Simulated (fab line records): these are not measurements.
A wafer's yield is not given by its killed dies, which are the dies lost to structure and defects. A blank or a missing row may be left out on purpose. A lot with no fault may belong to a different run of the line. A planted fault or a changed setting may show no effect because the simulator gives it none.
fab line records    flow nand_harc
[record] lots = 13  wafers = 39  last_day = 25
route steps=1159 shown A_SLIT@796 A_WL_FILL@809 END@1159
lots untouched by any fault: they come from a run of this same line in which no faults occurred
start_h: the number of hours between the record's first day and the start of the first shown wafer of the lot    wait_h: hours elapsed since this lot's preceding step    " identical to the entry in the row above    L1.1+2: a single row standing in for several wafers    - value missing, or start not given    * or withheld: withheld    < > ~ a bound
route shown NAME@n: NAME is a module with steps in the file, n the number in the route of the first one    usual: the fault-free wafers' mean and standard deviation    same: alike in all rows    chamber/n: place in a boat    sites: each site's reading    _std_site: standard deviation of those values    _edge_site: mean of outer sites minus mean of inner sites    radius_mm: how far each site lies from the wafer's centre    mask NAME#n: copy n    behind: tool/chamber where the wafer was last shaped    hold: reason for holding the lot/hours on hold/outcome of the hold    device: whichever transistor did not switch (one of n, p or np)    end of line: tests of these same wafers at the route's end    for a step that has no rows: nothing shown but its recipe    killed: the dies lost at the first sort to structure and to defects; this is not the yield of the wafer    map: a wafer's dies, marking killed ones x, the rest . and places with no die _
set.NAME: the run value of the setting; set.NAME@STEP: its run value at that earlier step    model.NAME: the simulator's own value behind a step, which no gauge read
route steps across a sampled set of lots; one table per step, one row per wafer
services: from which hour (start_h, from the record's first day; less than 0 if before it) a tool's chamber was out of use, for how many hours, and why
[[steps]]
[step NHARC_A_SLIT_ETCH_17]
[recipe] bias_v = 900  source_w = withheld  pressure_mtorr = 20  ar_flow_sccm = 375  c4f8_flow_sccm = 83.3  o2_flow_sccm = 41.7  time_s = 1687.5  target_depth_a = 1.01e+05  chemistry = C4F8/O2/Ar
[usual] drypump_motor_current_A = 5.7/0.34  esc_clamp_current_uA = 0.0215/0.00037  showerhead_plenum_p_Torr = 3.68/0.12  throttle_valve_pct = 32.046/0.0088
lot.wafer  tool         chamber  start_h  wait_h  drypump_motor_current_A  esc_clamp_current_uA  rf_hours_counter_h  showerhead_plenum_p_Torr  throttle_valve_pct
L366.2     har_etch-02  0        338.47   -       5.4                      0.0219                177                 3.84                      32.056
L366.6     "            0        "        "       5.4                      0.0219                -                   3.84                      32.032
L366.5     "            1        "        "       6.2                      0.0211                -                   3.58                      32.058
L367.2     har_etch-01  1        339.01   -       5.7                      0.0216                8                   3.58                      32.036
L367.1     "            0        "        "       5.6                      0.0210                8                   3.80                      32.029
L367.5     "            1        "        "       5.6                      0.0217                -                   3.58                      32.054
L368.1     har_etch-01  0        340.72   -       5.5                      0.0211                10                  3.80                      32.051
L368.5     "            0        "        "       5.6                      0.0210                -                   3.80                      32.039
L368.6     "            1        "        "       5.6                      0.0216                -                   3.58                      32.050
L369.1     har_etch-02  0        341.81   -       5.3                      0.0220                180                 3.84                      32.043
L369.4     "            0        "        "       5.4                      0.0220                -                   3.84                      32.054
L369.5     "            0        "        "       5.4                      0.0220                -                   3.84                      32.055
L372.2     har_etch-02  1        348.12   -       6.3                      0.0211                182                 3.58                      32.039
L372.1     "            0        "        "       5.4                      0.0220                182                 3.84                      32.028
L372.4     "            1        "        "       6.3                      0.0211                -                   3.58                      32.041
L371.4     har_etch-01  1        354.53   -       5.6                      0.0217                -                   3.57                      32.056
L371.6     "            1        "        "       5.7                      0.0217                -                   3.57                      32.052
L371.5     "            0        "        "       5.6                      0.0210                -                   3.79                      32.059
L373.2     har_etch-02  0        377.74   -       5.4                      0.0220                199                 3.83                      32.050
L373.6     "            1        "        "       6.3                      0.0211                -                   3.57                      32.040
L373.5     "            0        "        "       5.4                      0.0219                -                   3.83                      32.052
L374.1     har_etch-02  1        379.44   -       6.3                      0.0211                200                 3.57                      32.056
L374.4     "            1        "        "       6.3                      0.0211                -                   3.57                      32.044
L374.5     "            1        "        "       6.3                      0.0212                -                   3.57                      32.034
L375.1     har_etch-01  0        388.07   -       5.6                      0.0211                37                  3.78                      32.040
L375.3     "            0        "        "       5.5                      0.0211                -                   3.78                      32.060
L375.6     "            0        "        "       5.6                      0.0211                -                   3.78                      32.032
L383.2     har_etch-01  1        435.17   -       5.6                      0.0216                53                  3.56                      32.042
L383.5     "            0        "        "       5.5                      0.0211                -                   3.77                      32.036
L383.6     "            1        "        "       5.6                      0.0217                -                   3.56                      32.051
L382.4     har_etch-01  0        437.53   -       5.5                      0.0211                -                   3.77                      32.043
L382.6     "            0        "        "       5.5                      0.0210                -                   3.77                      32.037
L382.5     "            1        "        "       5.6                      0.0217                -                   3.55                      32.039
L387.4     har_etch-02  0        448.94   -       5.4                      0.0220                -                   3.81                      32.047
L387.6     "            0        "        "       5.4                      0.0220                -                   3.81                      32.035
L387.5     "            1        "        "       6.3                      0.0211                -                   3.55                      32.041
L388.2     har_etch-02  0        466.77   -       5.4                      0.0220                238                 3.80                      32.038
L388.6     "            1        "        "       6.3                      0.0211                -                   3.55                      32.061
L388.5     "            0        "        "       5.4                      0.0220                -                   3.81                      32.049
[step NHARC_A_WL_FILL_ALD_00]
[recipe] target_thk_a = 30  pulse_time_s = 3  ald_cycles = 30  temp_c = 300  material = Al2O3
[usual] heater_power_outer_w = 274/27  heater_power_w = 482/37  precursor_pulse_height_rel = 0.999/0.019
[same] ald_cycles = 30
lot.wafer  tool       chamber  start_h  wait_h  heater_power_outer_w  heater_power_w  precursor_pulse_height_rel
L366.2     ald_hk-03  0        348.95   0.1     233                   432             0.975
L366.6     "          2        "        "       298                   479             1.027
L366.5     "          3        "        "       276                   531             0.988
L368.1     ald_hk-01  0        348.99   0.1     245                   469             1.006
L368.6     "          1        "        "       313                   537             0.982
L368.5     "          2        "        "       276                   525             1.038
L367.2     ald_hk-01  1        349.09   0.2     325                   525             1.017
L367.1     "          2        "        "       273                   513             0.994
L367.5     "          0        "        "       239                   453             1.016
L369.1     ald_hk-01  3        352.29   0.1     267                   480             0.992
L369.4     "          1        "        "       316                   509             1.004
L369.5     "          2        "        "       281                   515             0.971
L372.4     ald_hk-04  3        358.52   0.1     300                   527             0.995
L372.1     "          0        "        "       249                   458             0.969
L372.2     "          2        "        "       261                   432             1.005
L371.4     ald_hk-01  3        362.89   0.1     273                   477             0.985
L371.5     "          1        "        "       323                   513             0.993
L371.6     "          2        "        "       282                   503             0.983
L373.2     ald_hk-04  0        387.91   0.1     242                   445             1.019
L373.6     "          3        "        "       304                   529             1.016
L373.5     "          0        "        "       249                   463             1.000
L374.4     ald_hk-03  1        387.91   0.1     279                   497             0.997
L374.1     "          2        "        "       304                   465             0.995
L374.5     "          3        "        "       284                   528             1.043
L375.1     ald_hk-03  2        398.23   0.1     294                   475             0.998
L375.3     "          3        "        "       280                   537             0.996
L375.6     "          0        "        "       236                   428             1.001
L382.4     ald_hk-04  2        445.49   0.1     270                   463             1.002
L382.5     "          1        "        "       270                   434             1.045
L382.6     "          2        "        "       271                   443             1.015
L383.2     ald_hk-03  1        445.50   0.1     281                   497             1.011
L383.5     "          3        "        "       288                   522             1.008
L383.6     "          0        "        "       235                   441             1.016
L387.4     ald_hk-01  0        457.60   0.6     239                   445             1.019
L387.6     "          0        "        "       231                   450             0.981
L387.5     "          1        "        "       327                   547             0.994
L388.2     ald_hk-03  1        476.89   0.1     274                   504             0.993
L388.5     "          2        "        "       305                   473             0.976
L388.6     "          3        "        "       289                   536             0.988
[step NHARC_A_WL_FILL_ALD_02]
[recipe] target_thk_a = 20  pulse_time_s = 3  ald_cycles = 100  temp_c = 450  material = TiN
[usual] ald_cycles = 100/0  heater_power_outer_w = 699/60  heater_power_w = 1101/86  precursor_pulse_height_rel = 1.002/0.019
lot.wafer  tool          chamber  start_h  wait_h  ald_cycles  heater_power_outer_w  heater_power_w  precursor_pulse_height_rel
L366.2     ald_metal-02  2        349.45   0.2     100         604                   980             1.008
L366.6     "             1        "        "       100         766                   1117            0.998
L366.5     "             2        "        "       100         613                   983             0.989
L368.1     ald_metal-04  1        349.70   0.3     100         709                   1044            0.991
L368.5     "             2        "        "       100         744                   1183            1.009
L368.6     "             3        "        "       100         745                   1216            1.036
L367.1     ald_metal-02  3        349.93   0.2     100         774                   1226            0.976
L367.2     "             2        "        "       100         604                   1006            1.014
L367.5     "             3        "        "       100         785                   1185            0.973
L369.1     ald_metal-02  2        352.95   0.2     100         614                   977             1.002
L369.4     "             3        "        "       100         778                   1201            0.966
L369.5     "             2        "        "       100         616                   1003            0.995
L372.1     ald_metal-04  0        359.05   0.2     100         644                   1085            0.999
L372.2     "             2        "        "       100         734                   1139            0.984
L372.4     "             2        "        "       100         743                   1145            0.991
L371.4     ald_metal-02  3        363.32   0.1     100         788                   1226            0.977
L371.6     "             3        "        "       100         786                   1227            0.991
L371.5     "             0        "        "       100         647                   1001            1.008
L374.4     ald_metal-01  3        388.34   0.1     100         687                   1083            1.010
L374.1     "             1        "        "       100         608                   1066            1.010
L374.5     "             3        "        "       100         700                   1103            1.029
L373.2     ald_metal-02  3        388.55   0.2     100         753                   1183            1.007
L373.6     "             2        "        "       100         590                   964             1.013
L373.5     "             3        "        "       100         747                   1191            1.012
L375.1     ald_metal-01  2        398.67   0.2     100         714                   1250            0.981
L375.3     "             1        "        "       100         606                   1048            0.973
L375.6     "             3        "        "       100         689                   1079            0.996
L383.2     ald_metal-01  1        446.04   0.3     -           -                     -               -
L383.5     "             2        "        "       -           -                     -               -
L383.6     "             3        "        "       -           -                     -               -
L382.4     ald_metal-04  3        446.10   0.2     -           -                     -               -
L382.5     "             1        "        "       -           -                     -               -
L382.6     "             2        "        "       -           -                     -               -
L387.4     ald_metal-04  3        458.20   0.1     100         698                   1122            0.990
L387.6     "             3        "        "       100         724                   1119            1.028
L387.5     "             0        "        "       100         695                   1093            1.014
L388.2     ald_metal-01  1        477.48   0.2     100         629                   1096            1.019
L388.5     "             3        "        "       100         714                   1102            1.041
L388.6     "             0        "        "       100         683                   1044            1.002
[step NHARC_A_WL_FILL_CVD_03]
[recipe] target_thk_a = 400  temp_c = 300  pressure_torr = 40  wf6_flow_sccm = 40  h2_flow_sccm = 1600  ar_flow_sccm = 1560  time_s = 3302  material = W
[usual] heater_power_w = 460/40  throttle_valve_pct = 8.06/0.26
lot.wafer  tool      chamber  start_h  wait_h  heater_power_w  throttle_valve_pct
L366.2     cvd_w-01  1        349.85   0.1     405             7.72
L366.5     "         1        351.75   1.9     401             8.17
L366.6     "         0        "        "       430             8.31
L368.1     cvd_w-01  0        352.70   2.7     450             8.22
L368.6     "         0        354.58   4.6     445             8.33
L368.5     "         1        "        "       411             8.17
L367.2     cvd_w-01  1        355.52   5.2     409             7.69
L367.1     "         0        "        "       437             8.27
L367.5     "         0        357.89   7.6     445             8.44
L369.1     cvd_w-02  1        360.84   7.5     489             8.04
L369.4     "         0        362.25   9.0     459             8.46
L369.5     "         1        "        "       500             8.12
L372.2     cvd_w-01  0        363.90   4.4     439             8.08
L372.1     "         1        "        "       419             7.93
L372.4     "         1        "        "       409             7.85
L371.4     cvd_w-01  1        368.13   4.4     421             7.86
L371.6     "         0        "        "       444             8.33
L371.5     "         1        "        "       418             7.88
L374.1     cvd_w-02  0        396.87   8.1     455             7.96
L374.4     "         0        "        "       454             7.94
L374.5     "         1        "        "       521             7.74
L373.2     cvd_w-01  0        400.75   11.9    441             8.25
L373.6     "         0        402.64   13.7    439             8.23
L373.5     "         1        "        "       422             8.19
L375.1     cvd_w-02  0        403.82   4.8     447             8.04
L375.3     "         1        405.24   6.2     517             7.89
L375.6     "         1        "        "       536             7.88
L383.2     cvd_w-02  0        446.84   0.5     450             8.32
L383.5     "         1        448.25   1.9     525             7.84
L383.6     "         0        "        "       456             7.90
L382.4     cvd_w-01  0        448.50   2.1     447             8.50
L382.6     "         1        "        "       421             7.96
L382.5     "         0        "        "       451             8.20
L387.4     cvd_w-02  1        464.50   5.9     537             7.82
L387.6     "         1        "        "       526             7.89
L387.5     "         0        "        "       453             7.86
L388.2     cvd_w-02  1        479.19   1.4     520             7.81
L388.5     "         0        480.62   2.8     448             8.01
L388.6     "         1        "        "       528             7.99
[step NHARC_END_SORT_01]
[recipe] temp_c = 25
[usual] killed_at_array = 29/11  killed_at_other = 0.5/0.8  killed_at_periphery = 3.5/2.8  killed_dies = 33/12  killed_open = 3.1/1.8  killed_short = 1.8/1.4
[same] gross_dies = 677
lot.wafer  tool       chamber  start_h  wait_h  killed_at_array  killed_at_other  killed_at_periphery  killed_dies  killed_open  killed_short
L383.2     prober-01  0        543.48   2.8     673              1                3                    677          7            4
L383.5     prober-01  0        545.90   3.7     673              2                2                    677          3            1
L383.6     prober-01  0        546.70   4.0     674              0                3                    677          3            4
L382.4     prober-01  0        552.88   3.4     670              2                5                    677          4            1
L382.5     prober-01  0        553.68   3.7     666              0                11                   677          5            4
L382.6     prober-01  0        554.49   4.0     670              1                6                    677          6            0
// killed by level:class
L383.2 A_WL_FILL:area_ald=642 A_CHANNEL_HOLE_D1:chamber_film_flake=11 A_STAIRCASE:chamber_film_flake=8 A_CONTACT:chamber_film_flake=3 A_CONTACT:geometric_particle:open=2 P_GATE:geometric_particle:open=1 P_M0:geometric_particle:open=1 A_SOURCE_PLATE:geometric_particle:open=1
L383.5 A_WL_FILL:area_ald=657 A_CHANNEL_HOLE_D1:chamber_film_flake=5 A_CONTACT:chamber_film_flake=4 A_CONTACT:geometric_particle:open=2 A_ZERO_WELL:chamber_film_flake=2 A_STAIRCASE:chamber_film_flake=2 THIN_TSV:chamber_film_flake=2 P_CONTACT:geometric_particle:short=1
L383.6 A_WL_FILL:area_ald=653 A_CHANNEL_HOLE_D1:chamber_film_flake=10 A_STAIRCASE:chamber_film_flake=6 P_CONTACT:geometric_particle:short=1 P_CONTACT:geometric_particle:open=1 P_M0:geometric_particle:open=1 A_ONON_D1:geometric_particle:short=1 A_CHANNEL_HOLE_D1:geometric_particle:short=1
L382.4 A_WL_FILL:area_ald=649 A_CHANNEL_HOLE_D1:chamber_film_flake=12 P_ZERO_WELL:chamber_film_flake=2 A_STAIRCASE:chamber_film_flake=2 P_M0:geometric_particle:open=1 A_STAIRCASE:geometric_particle:open=1 A_BLC:geometric_particle:open=1 A_M0:geometric_particle:open=1
L382.5 A_WL_FILL:area_ald=626 A_CHANNEL_HOLE_D1:chamber_film_flake=28 P_GATE:chamber_film_flake=4 A_STAIRCASE:chamber_film_flake=4 P_STI:chamber_film_flake=3 A_CONTACT:geometric_particle:open=2 P_GATE:geometric_particle:short=1 P_CONTACT:geometric_particle:short=1
L382.6 A_WL_FILL:area_ald=632 A_CHANNEL_HOLE_D1:chamber_film_flake=20 A_STAIRCASE:chamber_film_flake=7 A_CONTACT:chamber_film_flake=4 P_STI:chamber_film_flake=3 A_CONTACT:geometric_particle:open=2 A_M0:chamber_film_flake=2 P_CONTACT:geometric_particle:open=1
[[services]]
tool          chamber  start_h  hours  kind
har_etch-01   0        322.00   -      clean
har_etch-01   0        322.00   -      consumable_replace:focus_ring
har_etch-01   1        322.00   -      clean
har_etch-01   1        322.00   -      consumable_replace:focus_ring
ald_hk-03     1        322.83   10.0   vent_cycle
ald_hk-03     2        322.83   10.0   vent_cycle
ald_hk-03     3        322.83   10.0   vent_cycle
ald_hk-03     0        332.83   -      clean
ald_hk-03     1        332.83   -      clean
ald_metal-04  1        354.63   19.8   repair
ald_hk-03     -        358.40   1.3    repair
ald_hk-04     -        364.00   10.0   pm
ald_metal-02  -        364.00   10.0   pm
ald_metal-04  -        367.26   3.1    repair
cvd_w-02      -        383.39   13.0   pm
cvd_w-02      0        383.39   13.0   vent_cycle
cvd_w-02      1        383.39   13.0   vent_cycle
cvd_w-02      0        396.39   -      clean
cvd_w-02      1        396.39   -      clean
ald_metal-04  -        406.00   10.0   pm
ald_hk-01     -        407.08   10.0   pm
cvd_w-01      -        475.41   13.0   pm
cvd_w-01      0        475.41   13.0   vent_cycle
cvd_w-01      1        475.41   13.0   vent_cycle
[[key]]
[first_sign] step = NHARC_A_WL_FILL_ALD_02  reading = tool_record  direction = missing
[effect] step = NHARC_END_SORT_01  reading = killed_at_array  direction = up  sigmas = 57  usual = 29  struck = 671
[more_kills_born_at] NHARC_A_WL_FILL_ALD_02@ald_metal-01 = 1952  NHARC_A_WL_FILL_ALD_02@ald_metal-04 = 1907
met_at NHARC_A_WL_FILL_ALD_02
struck_lots L382,L383
later_rows_left_out L382.4,L382.5,L382.6,L383.2,L383.5,L383.6
tester_left_out L382,L383
not_acting_at NHARC_A_SLIT_ETCH_17,NHARC_A_WL_FILL_ALD_00,NHARC_A_WL_FILL_CVD_03
onset_between 398.67 446.04
[fault] kind = skipped_step_whole  tool = ald_metal-01,ald_metal-04  chamber = -  onset_h = 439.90  steps = NHARC_A_WL_FILL_ALD_02  scope = struck_lots_only
// tester_left_out: of these lots the tester's yield and bins aren't shown, on N5 and GAA mostly nor the transistor test; their killed dies are dies lost to structure and defects alone, not to doping, threshold or leakage, so they don't give the yield
// later_rows_left_out: the simulator's readings of these wafers behind a module that went badly wrong aren't trusted and aren't shown, but for the sort
